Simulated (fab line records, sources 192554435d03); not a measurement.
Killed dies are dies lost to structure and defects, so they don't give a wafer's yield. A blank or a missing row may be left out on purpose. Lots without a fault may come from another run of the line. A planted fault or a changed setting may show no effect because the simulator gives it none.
fab line records | flow n5_finfet
record lots=6 wafers=16 last_day=17
route steps=1938 shown STI_FIN_REVEAL@202 DUMMY_GATE@212 PASSIVATION@1936
lots that met no fault: from a run of the same line without faults
start_h: hours from the record's first day to the start of the lot's first wafer shown | wait_h: hours since the lot's step before | " the same as in the row above | L1.1+2: a row that stands for several wafers | - no value, or no start given | * or withheld: withheld | < > ~ a bound
route shown NAME@n: a module of which the file shows steps, and the number in the route of the first | usual: mean/standard deviation of fault-free wafers | same: alike in all rows | chamber/n: place in a boat | sites: the reading at each site | _std_site: their standard deviation | _edge_site: outer sites' mean less inner sites' | radius_mm: how far each site lies from the wafer's centre | mask NAME#n: copy n | behind: the tool/chamber that last shaped the wafer | hold: why the lot was held/for how many hours/how that ended | device: the transistor (n, p or np) that didn't switch | end of line: the same wafers' tests at the end of the route | a step without rows: its recipe alone | killed: dies lost to structure and defects at the first sort, not the wafer's yield | map: a wafer's dies, x killed, . not, _ none there
set.NAME: the setting as run; set.NAME@STEP: as run at that earlier step | model.NAME: the simulator's own value behind a step, which no gauge read
lots at some steps of the route; a table a step, a row a wafer
services: from which hour (start_h, from the record's first day; less than 0 if before it) a tool's chamber was out of use, for how many hours, and why
## steps
# step N5_STI_FIN_REVEAL_STRIP_35
# recipe chemistry=H3PO4 material=Si3N4 temp_c=165 target_depth_a=40 time_s=39
# step N5_STI_FIN_REVEAL_SRD_21
# recipe dry=ipa_marangoni time_s=30 temp_c=23 rinse_liquid=diw
# step N5_STI_FIN_REVEAL_OXIDATION_33
# recipe chemistry=O2_PLASMA_REMOTE temp_c=150 time_s=20 pressure_mtorr=1000 source_power_w=2000 o2_flow_sccm=3000
# usual drypump_motor_current_A=5.8/0.33 heater_power_w=152/15 temp_c=150.00/0.15
# columns lot.wafer tool chamber start_h wait_h drypump_motor_current_A heater_power_w rf_hours_counter_h temp_c
L894.1 plasma_asher-01 1 60.89 0.0 6.2 167 88 149.76
L894.4 " 1 " " 6.2 165 - 150.07
L894.5 " 0 " " 5.4 128 - 150.22
L900.1 plasma_asher-02 1 97.56 0.0 6.0 157 40 149.99
L900.3 " 1 " " 6.0 159 - 149.88
L900.5 " 0 " " 5.5 159 - 150.10
L902.3 plasma_asher-01 1 111.17 0.0 6.1 162 - 150.01
L902.5 " 0 " " 5.4 133 - 150.32
L905.1 plasma_asher-02 1 126.74 0.0 5.9 159 44 149.56
L905.2 " 0 " " 5.5 161 44 150.25
L905.3 " 1 " " 5.9 160 - 149.81
L907.4 plasma_asher-01 0 138.67 0.0 5.4 129 - 149.91
L907.5 " 1 " " 6.2 164 - 149.70
L910.1 plasma_asher-02 1 159.39 0.0 6.0 161 51 149.93
L910.4 " 0 " " 5.5 157 - 150.13
L910.5 " 0 " " 5.5 155 - 150.05
# step N5_STI_FIN_REVEAL_CLEAN_19
# recipe chemistry=O3/DIW temp_c=25 time_s=120 o3_ppm=10
# step N5_STI_FIN_REVEAL_SRD_23
# recipe dry=ipa_marangoni time_s=30 temp_c=23 rinse_liquid=diw
# step N5_STI_FIN_REVEAL_CD_MEAS_22
# recipe target_cd_nm=6.238 pitch_nm=28 polarity=line
# usual cd_nm=6.26/0.28
# columns lot.wafer tool chamber start_h wait_h cd_nm
L894.1 cd_sem-02 - 61.05 0.0 5.71
L894.4 " - " " 6.05
L894.5 " - " " 6.48
L900.1 cd_sem-02 - 97.72 0.0 6.28
L900.3 " - " " 6.49
L900.5 " - " " 6.05
L902.3 cd_sem-02 - 111.32 0.0 6.61
L902.5 " - " " 6.12
L905.1 cd_sem-01 - 126.90 0.0 6.50
L905.2 " - " " 6.07
L905.3 " - " " 6.61
L907.4 cd_sem-03 - 138.82 0.0 5.99
L907.5 " - " " 6.00
L910.1 cd_sem-01 - 159.55 0.0 6.64
L910.4 " - " " 5.92
L910.5 " - " " 6.40
# step N5_STI_FIN_REVEAL_FIN_H_MEAS_10
# usual trench_depth_nm=52.3/0.62
# columns lot.wafer tool chamber start_h wait_h trench_depth_nm
L894.1 ocd-02 - 61.08 0.0 52.0
L894.4 " - " " 52.8
L894.5 " - " " 51.9
L900.1 ocd-01 - 97.75 0.0 52.4
L900.3 " - " " 52.0
L900.5 " - " " 53.0
L902.3 ocd-02 - 111.35 0.0 52.0
L902.5 " - " " 52.1
L905.1 ocd-02 - 126.93 0.0 51.9
L905.2 " - " " 51.8
L905.3 " - " " 52.8
L907.4 ocd-01 - 138.85 0.0 52.6
L907.5 " - " " 52.6
L910.1 ocd-02 - 159.59 0.0 51.4
L910.4 " - " " 51.9
L910.5 " - " " 52.0
# step N5_STI_FIN_REVEAL_PRECLEAN_18
# recipe chemistry=SC2 time_s=45 temp_c=35 mix=1:1:50
# step N5_STI_FIN_REVEAL_SRD_28
# recipe dry=ipa_marangoni time_s=30 temp_c=23 rinse_liquid=diw
# step N5_STI_FIN_REVEAL_INSPECT_13
# recipe inspect_instrument=darkfield mode=post_clean
# usual raw_defect_count=13/6.2
# columns lot.wafer tool chamber start_h wait_h raw_defect_count
L894.1 defect_inspect-01 - 61.17 0.0 20
L894.4 " - " " 9
L894.5 " - " " 11
L900.1 defect_inspect-02 - 97.85 0.0 8
L900.3 " - " " 8
L900.5 " - " " 13
L902.3 defect_inspect-02 - 111.44 0.0 13
L902.5 " - " " 19
L905.1 defect_inspect-01 - 127.02 0.0 10
L905.2 " - " " 11
L905.3 " - " " 28
L907.4 defect_inspect-01 - 138.94 0.0 20
L907.5 " - " " 9
L910.1 defect_inspect-01 - 159.68 0.0 7
L910.4 " - " " 2
L910.5 " - " " 6
# step N5_DUMMY_GATE_PRECLEAN_00
# recipe chemistry=O3/DIW time_s=60 temp_c=22 o3_ppm=10
# step N5_DUMMY_GATE_SRD_01
# recipe time_s=30 temp_c=23 rinse_liquid=diw dry=ipa_marangoni
# step N5_DUMMY_GATE_ALD_02
# recipe material=SiO2 target_thk_a=20 temp_c=300 ald_precursor_family=BDEAS ald_co_reactant=O2-plasma pulse_time_s=1 pressure_torr=2
# usual chamber_pressure_Torr=2.001/0.0046 heater_power_w=461/52 precursor_pulse_height_rel=1.002/0.02
# columns lot.wafer tool chamber start_h wait_h chamber_pressure_Torr heater_power_w precursor_pulse_height_rel model.SiO2_of_DUMMY_GATE_ALD_02.thk_nm
L894.1 ald_sin-01 1 61.27 0.0 1.997 470 1.029 2
L894.4 " 2 " " 2.003 399 0.959 2
L894.5 " 3 " " 1.995 536 0.999 2
L900.1 ald_sin-04 3 99.39 1.5 1.998 489 0.998 2
L900.3 " 0 " " 2.010 446 0.991 2
L900.5 " 2 " " 2.005 466 1.003 2
L902.3 ald_sin-04 3 111.54 0.0 2.005 494 0.987 2
L902.5 " 0 " " 2.000 451 0.996 2.6
L905.1 ald_sin-02 2 127.12 0.0 1.999 401 1.011 2
L905.2 " 0 " " 2.002 422 1.025 2
L905.3 " 1 " " 2.000 449 0.972 2
L907.4 ald_sin-04 2 139.03 0.0 2.000 482 1.014 2.6
L907.5 " 3 " " 1.997 482 1.008 2.6
L910.1 ald_sin-02 3 159.77 0.0 1.996 537 1.009 2
L910.4 " 0 " " 1.997 412 0.994 2
L910.5 " 2 " " 1.998 391 1.002 2
# step N5_DUMMY_GATE_CVD_03
# recipe material=a-Si target_thk_a=1500 temp_c=530 precursor=SiH4 time_s=8042
# step N5_PASSIVATION_PROBE_49
# usual killed_at_M0_to_M3=31/11 killed_at_M4_up=14/5.1 killed_at_contacts=12/5.6 killed_at_front_end=42/12 killed_at_other=3.8/2.9 killed_dies=103/18 killed_on_rim=14/4.5 killed_open=67/14 killed_short=33/8
# same gross_dies=1180 killed_at_back_side=0
# columns lot.wafer tool chamber start_h wait_h killed_at_M0_to_M3 killed_at_M4_up killed_at_contacts killed_at_front_end killed_at_other killed_dies killed_on_rim killed_open killed_short
L894.1 prober-02 - 314.63 0.1 37 26 12 86 5 166 27 99 58
L894.4 prober-02 - 314.78 0.2 26 18 7 61 3 115 16 65 44
L894.5 prober-02 - 314.83 0.3 31 10 10 59 2 112 13 69 40
L900.1 prober-02 - 367.91 0.0 25 14 15 55 1 110 11 65 45
L900.3 prober-02 - 368.01 0.1 26 13 18 21 2 80 9 58 20
L900.5 prober-02 - 368.11 0.2 35 11 12 33 5 96 14 76 20
L910.1 prober-01 - 407.35 0.0 50 13 18 51 5 137 19 98 38
L910.4 prober-01 - 407.50 0.2 48 17 20 44 1 130 19 83 47
L910.5 prober-01 - 407.55 0.2 36 17 23 41 2 119 16 81 36
# killed by level:class
L894.1 STI_FIN_REVEAL:geometric_particle:open=28 BEOL_M4:geometric_particle:open=19 FIN_SAQP:geometric_particle:short=16 BEOL_M0_SAQP:geometric_particle:open=16 BEOL_M0_SAQP:geometric_particle:short=14 MOL_CONTACT_COAG:geometric_particle:open=10 FIN_SAQP:geometric_particle:open=8 HKMG_FIN:area_etch=8
L894.4 FIN_SAQP:geometric_particle:short=12 BEOL_M0_SAQP:geometric_particle:open=10 STI_FIN_REVEAL:geometric_particle:open=9 DUMMY_GATE:geometric_particle:open=9 BEOL_M0_SAQP:geometric_particle:short=8 MOL_CONTACT_COAG:geometric_particle:open=6 BEOL_M4:geometric_particle:short=6 HKMG_FIN:area_etch=6
L894.5 STI_FIN_REVEAL:geometric_particle:open=18 FIN_SAQP:geometric_particle:short=11 FIN_SAQP:geometric_particle:open=7 MOL_CONTACT_COAG:geometric_particle:open=7 BEOL_M0_SAQP:geometric_particle:short=7 BEOL_M3:geometric_particle:open=7 DUMMY_GATE:geometric_particle:open=6 BEOL_M0_SAQP:geometric_particle:open=5
L900.1 FIN_SAQP:geometric_particle:open=17 FIN_SAQP:geometric_particle:short=16 MOL_CONTACT_COAG:geometric_particle:open=10 BEOL_M0_SAQP:geometric_particle:short=7 MOL_CONTACT_COAG:geometric_particle:short=5 BEOL_M0_SAQP:geometric_particle:open=5 DUMMY_GATE:geometric_particle:open=4 BEOL_M3:geometric_particle:open=4
L900.3 MOL_CONTACT_COAG:geometric_particle:open=13 FIN_SAQP:geometric_particle:open=9 BEOL_M0_SAQP:geometric_particle:open=6 BEOL_M1:geometric_particle:open=6 BEOL_M4:geometric_particle:open=5 MOL_CONTACT_COAG:geometric_particle:short=5 BEOL_M0:geometric_particle:open=5 BEOL_M0_SAQP:geometric_particle:short=3
L900.5 MOL_CONTACT_COAG:geometric_particle:open=9 BEOL_M1:geometric_particle:open=9 FIN_SAQP:geometric_particle:open=7 DUMMY_GATE:geometric_particle:open=7 BEOL_M0_SAQP:geometric_particle:open=7 STI_FIN_REVEAL:geometric_particle:open=6 BEOL_M0:geometric_particle:open=5 BEOL_M3:geometric_particle:open=4
L910.1 FIN_SAQP:geometric_particle:open=25 MOL_CONTACT_COAG:geometric_particle:open=14 BEOL_M2:geometric_particle:open=12 BEOL_M0_SAQP:geometric_particle:open=11 BEOL_M0_SAQP:geometric_particle:short=11 FIN_SAQP:geometric_particle:short=9 BEOL_M3:geometric_particle:open=6 BEOL_M1:geometric_particle:open=5
L910.4 BEOL_M2:geometric_particle:open=18 FIN_SAQP:geometric_particle:open=16 FIN_SAQP:geometric_particle:short=15 MOL_CONTACT_COAG:geometric_particle:open=13 BEOL_M2:geometric_particle:short=9 MOL_CONTACT_COAG:geometric_particle:short=7 BEOL_M0_SAQP:geometric_particle:open=6 BEOL_M1:geometric_particle:open=6
L910.5 MOL_CONTACT_COAG:geometric_particle:open=18 FIN_SAQP:geometric_particle:open=11 BEOL_M2:geometric_particle:open=11 FIN_SAQP:geometric_particle:short=9 BEOL_M0_SAQP:geometric_particle:short=7 DUMMY_GATE:geometric_particle:open=6 MOL_CONTACT_COAG:geometric_particle:short=5 BEOL_M0_SAQP:geometric_particle:open=5
## services
# columns tool chamber start_h hours kind
plasma_asher-02 - 76.29 0.6 repair
ald_sin-04 3 78.90 5.6 repair
ald_sin-04 2 82.36 6.0 repair
ald_sin-02 - 85.25 14.0 pm
ald_sin-02 0 85.25 14.0 vent_cycle
ald_sin-02 1 85.25 14.0 vent_cycle
ald_sin-02 2 85.25 14.0 vent_cycle
ald_sin-02 3 85.25 14.0 vent_cycle
ald_sin-02 0 99.25 - clean
ald_sin-02 1 99.25 - clean
ald_sin-02 2 99.25 - clean
ald_sin-02 3 99.25 - clean
## key
first_sign none at tools or gauges
model_effect step=N5_DUMMY_GATE_ALD_02 value=SiO2_of_DUMMY_GATE_ALD_02.thk_nm without=2 struck=2.6
met_at N5_DUMMY_GATE_ALD_02
struck_wafers L902.5,L907.4,L907.5
tester_left_out L902,L907
onset_between 99.39 111.54
fault kind=process_parameter_drift tool=ald_sin-04 chamber=- onset_h=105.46 steps=N5_DUMMY_GATE_ALD_02 channel=target_thk_a offset=* shape=step end_h=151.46 scope=struck_wafers_only acts_in=* stated=*
# tester_left_out: of these lots the tester's yield and bins aren't shown, on N5 and GAA mostly nor the transistor test; their killed dies are dies lost to structure and defects alone, not to doping, threshold or leakage, so they don't give the yield
